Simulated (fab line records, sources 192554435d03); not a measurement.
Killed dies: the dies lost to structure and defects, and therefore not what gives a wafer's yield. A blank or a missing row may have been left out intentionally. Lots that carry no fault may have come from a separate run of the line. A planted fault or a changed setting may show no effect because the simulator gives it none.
Matching of chambers + flow n5_finfet + N5_BEOL_M5_STRIP_64 on rie_diel-02 has 4 sister chambers
The step strips in CF4. 20 wafers are shown with their chamber, then 10 later ones without.

WAFERS, EACH WITH ITS CHAMBER
| wafer  | chamber | showerhead_plenum_p_Torr (Torr) | drypump_motor_current_A (A) | throttle_valve_pct (%) |
|--------|---------|---------------------------------|-----------------------------|------------------------|
| L074.2 | 2       | 1.87                            | 6.2                         | 13.74                  |
| L074.3 | 0       | 1.77                            | 5.8                         | 13.80                  |
| L074.5 | 0       | 1.77                            | 5.8                         | 13.78                  |
| L076.1 | 1       | 1.73                            | 6.0                         | 13.82                  |
| L076.4 | 0       | 1.77                            | 5.7                         | 13.81                  |
| L076.6 | 2       | 1.87                            | 6.2                         | 13.76                  |
| L075.1 | 0       | 1.77                            | 5.8                         | 13.81                  |
| L075.3 | 3       | 1.77                            | 5.8                         | 13.51                  |
| L075.5 | 2       | 1.87                            | 6.3                         | 13.75                  |
| L078.1 | 0       | 1.77                            | 5.8                         | 13.80                  |
| L078.2 | 2       | 1.86                            | 6.3                         | 13.76                  |
| L078.4 | 1       | 1.73                            | 6.0                         | 13.84                  |
| L084.2 | 2       | 1.86                            | 6.3                         | 13.79                  |
| L084.5 | 3       | 1.77                            | 5.8                         | 13.55                  |
| L084.6 | 0       | 1.76                            | 5.8                         | 13.84                  |
| L083.1 | 3       | 1.77                            | 5.8                         | 13.53                  |
| L083.2 | 0       | 1.76                            | 5.8                         | 13.84                  |
| L083.3 | 2       | 1.86                            | 6.2                         | 13.79                  |
| L087.1 | 3       | 1.77                            | 5.8                         | 13.57                  |
| L087.3 | 0       | 1.76                            | 5.7                         | 13.86                  |

SIGNATURES (means of the wafers above)
| reading                  | chamber 0 | chamber 1 | chamber 2 | chamber 3 | scatter within a chamber |
|--------------------------|-----------|-----------|-----------|-----------|--------------------------|
| showerhead_plenum_p_Torr | 1.7663    | 1.7300    | 1.8650    | 1.7700    | 0.00459                  |
| drypump_motor_current_A  | 5.775     | 6.000     | 6.250     | 5.800     | 0.0433                   |
| throttle_valve_pct       | 13.8175   | 13.8300   | 13.7650   | 13.5400   | 0.0241                   |
Rule: distance of a wafer from a chamber = root of the sum over the readings of ((wafer's reading minus chamber's mean) / reading's scatter) squared. If the next closest chamber is less than 2 further off than the closest, the wafer can't be placed; otherwise it belongs to the closest. How the scatter is found: for the shown wafers, subtract from each reading the mean of its chamber, square and add these, divide the total by (wafers less chambers), then take the root.

WAFERS WHOSE CHAMBER IS MISSING
| wafer  | showerhead_plenum_p_Torr (Torr) | drypump_motor_current_A (A) | throttle_valve_pct (%) |
|--------|---------------------------------|-----------------------------|------------------------|
| L087.5 | 1.73                            | 6.0                         | 13.88                  |
| L090.2 | 1.77                            | 5.8                         | 13.56                  |
| L090.3 | 1.76                            | 5.8                         | 13.86                  |
| L090.4 | 1.86                            | 6.3                         | 13.82                  |
| L095.1 | 1.76                            | 5.8                         | 13.86                  |
| L095.4 | 1.72                            | 6.0                         | 13.92                  |
| L095.5 | 1.76                            | 5.8                         | 13.88                  |
| L096.1 | 1.85                            | 6.3                         | 13.84                  |
| L096.2 | 1.72                            | 6.0                         | 13.92                  |
| L096.6 | 1.76                            | 5.8                         | 13.89                  |

WHICH CHAMBER EACH ONE RAN IN
| wafer  | from the rows above | in truth |
|--------|---------------------|----------|
| L087.5 | 1                   | 1        |
| L090.2 | 3                   | 3        |
| L090.3 | 0                   | 0        |
| L090.4 | 2                   | 2        |
| L095.1 | 0                   | 0        |
| L095.4 | 1                   | 1        |
| L095.5 | 0                   | 0        |
| L096.1 | 2                   | 2        |
| L096.2 | 1                   | 1        |
| L096.6 | 0                   | 0        |
Placed correctly: 10 of 10. Not placeable from these rows: 0. Placed wrongly: 0.
